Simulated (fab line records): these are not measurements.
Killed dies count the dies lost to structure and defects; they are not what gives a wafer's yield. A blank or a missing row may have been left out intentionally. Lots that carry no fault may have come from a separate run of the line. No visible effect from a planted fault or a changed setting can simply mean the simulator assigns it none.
A struck lot beside a sound one	flow n5Finfet	36 out of 1938 route steps
Sound: these wafers, L570.1, L570.4, L570.6. Struck: wafer L578.3 (left out: L578.6, a lot-mate that was not struck); the cause follows at the end.
Per side, at each step with rows, come the tool, then ch with its chambers, and then its first start. Under that, the readings that differ: sound wafers	struck wafers	difference of the means	sigmas: that difference in standard deviations of wafers without a fault.
alike: a reading whose means differ by less than 2 such deviations, as well as words and numbers matching on both sides. not compared: withheld readings; readings where some wafer has no value; bounds like >300 that might hide an equal value; numbers whose values overlap and for which the record gives no deviation.
The two part at a step that has a row with sigmas, a row that says differs or no value, or rows on one side only. Non-overlapping numbers with no deviation appear without sigmas and do not part them. Lack of a reading on every wafer of one side parts them only where that side has two or more wafers.

first, 9 steps without rows for these wafers: N5_MOL_CONTACT_COAG_COAT_02 (resist thk 30 nm); N5_MOL_CONTACT_COAG_EBR_04; N5_MOL_CONTACT_COAG_SOFTBAKE_03 (time 60 s); N5_MOL_CONTACT_COAG_EXPOSE_05 (exposes mask CA, defocus 0 nm); N5_MOL_CONTACT_COAG_PEB_06 (peb time 60 s); N5_MOL_CONTACT_COAG_DEVELOP_07 (develop time 30 s); N5_MOL_CONTACT_COAG_DESCUM_13 (chemistry O2, time 7 s); N5_MOL_CONTACT_COAG_ETCH_59 (etches underlayer in N2/H2, target depth 13 nm, time 10.4 s); N5_MOL_CONTACT_COAG_ETCH_105 (etches SiARC in CF4, target depth 15.6 nm, time 26 s).
N5_MOL_CONTACT_COAG_ETCH_106: etches SOC in N2/H2, target depth 80 nm, overetch 16 nm, time 120 s.
  sound on rieDiel-05 ch 0,2,3, day 5 02:29; struck on rieDiel-05 ch 1, day 7 11:06
reading	sound	struck	difference	sigmas
model.SiARC_of_MOL_CONTACT_COAG_COAT_104.thkNm (nm)	6.4 6.4 6	4.4	-1.9	
model.MOL_CONTACT_COAG.cdOffsetNm (nm)	-0.2 0 0	0.8	+0.9	
  alike: drypumpMotorCurrentA, oesProductAu, rfVppV, showerheadPlenumPTorr, throttleValvePct
  not compared: rfHoursCounterH
then, 5 steps without rows for these wafers: N5_MOL_CONTACT_COAG_STRIP_107 (strips in N2/H2); N5_MOL_CONTACT_COAG_STRIP_108 (strips in N2/H2); N5_MOL_CONTACT_COAG_CONTACT_ETCH_14 (etches SiO2 in C4F6/O2, target depth 27.5 nm, overetch 8.5 nm, time 20 s); N5_MOL_CONTACT_COAG_STRIP_109 (strips in C4F6/O2); N5_MOL_CONTACT_COAG_ETCH_15 (etches SiNx in CH3F/O2, stops on Si:P, target depth 7 nm).
N5_MOL_CONTACT_COAG_ETCH_110: etches Si in CF4/O2, target depth 2.5 nm, time 8 s.
  sound on rieDiel-05 ch 0,2,3, day 5 02:41; struck on rieDiel-05 ch 1, day 7 11:17
reading	sound	struck	difference	sigmas
model.MOL_CONTACT_COAG.cdOffsetNm (nm)	0 0 0.4	0.6	+0.5	
  alike: drypumpMotorCurrentA, oes_ar_750_au, oesProductAu, rfVppV, showerheadPlenumPTorr, throttleValvePct
  not compared: rfHoursCounterH
then, 19 steps without rows for these wafers: N5_MOL_CONTACT_COAG_STRIP_98 (strips in N2/H2); N5_MOL_CONTACT_COAG_IMPLANT_129; N5_MOL_CONTACT_COAG_PRECLEAN_111 (cleans in NF3:NH3, afs cycles 1, time 20 s, sublimation time 60 s); N5_MOL_CONTACT_COAG_TI_SIL_19 (material Ti, target thk 4.2 nm, time 15 s); N5_MOL_CONTACT_COAG_ALD_20 (deposits TiN, target thk 1.5 nm, pulse time 1 s, purge time 3 s); N5_MOL_CONTACT_COAG_SIL_ANNEAL_21 (time 60 s); N5_MOL_CONTACT_COAG_PRE_CLEAN_141 (time 60 s); N5_MOL_CONTACT_COAG_SPUTTER_143 (material Co, target thk 2.5 nm); N5_MOL_CONTACT_COAG_CO_FILL_22 (material Co, precursor CCTBA/H2, target thk 20 nm); N5_MOL_CONTACT_COAG_ANNEAL_113 (time 300 s); N5_MOL_CONTACT_COAG_PRE_CLEAN_142 (time 60 s); N5_MOL_CONTACT_COAG_SPUTTER_130 (material Co, target thk 47.5 nm); N5_MOL_CONTACT_COAG_PRECLEAN_125 (cleans in DIW, time 57.5 s); N5_MOL_CONTACT_COAG_SRD_126 (dry time 32 s); N5_MOL_CONTACT_COAG_CMP_23 (polishes, stops on SiO2, t overpolish 1.5 s, target thk 0 nm); N5_MOL_CONTACT_COAG_WET_ETCH_26 (target Co, target depth 13 nm); N5_MOL_CONTACT_COAG_WET_ETCH_116 (etches the open film in SC1-inhibited, target depth 4.6 nm, rinse time 30 s); N5_MOL_CONTACT_COAG_ALD_27 (deposits SiOC, target thk 17 nm, pulse time 1.5 s, time 2720 s); N5_MOL_CONTACT_COAG_CMP_28 (polishes, stops on SiNx, t overpolish 0.85 s, target thk 14.522 nm).
-- record jumps: 3 days separate the struck wafers' starts on either side; left off in module MOL_CONTACT_COAG, taken up again in module BEOL_M4, whose first shown step is the route's number 1111 --
N5_BEOL_M4_RC_MEAS_101:
  sound on prober-02 ch 0, day 8 14:12; struck on prober-01 ch 0, day 10 22:37
reading	sound	struck	difference	sigmas
DIBL_P (mV/V)	36.2 33.2 34.7	39.1	+4.4	+2
ION_N (uA/um)	670 659 677	698	+29	+3
ION_P (uA/um)	462 452 459	481	+23	+3
RC_DENSE_N (ohm.um)	19.3 18.9 18.8	17.7	-1.3	-3
RC_DENSE_P (ohm.um)	24.0 23.7 23.6	22.1	-1.7	-3
RC_N (ohm.um)	15.6 15.4 15.1	14.4	-1.0	-3
RC_P (ohm.um)	19.8 19.5 19.4	18.0	-1.6	-4
SS_N (mV/dec)	71.8 70.6 71.3	72.8	+1.6	+2
  alike: DIBL_N, IOFF_N, IOFF_P, SS_P, VT_N, VT_P

== WHERE THEY PART ==
Only at N5_BEOL_M4_RC_MEAS_101, as far as this record shows.

WHY: the cause the simulator had injected
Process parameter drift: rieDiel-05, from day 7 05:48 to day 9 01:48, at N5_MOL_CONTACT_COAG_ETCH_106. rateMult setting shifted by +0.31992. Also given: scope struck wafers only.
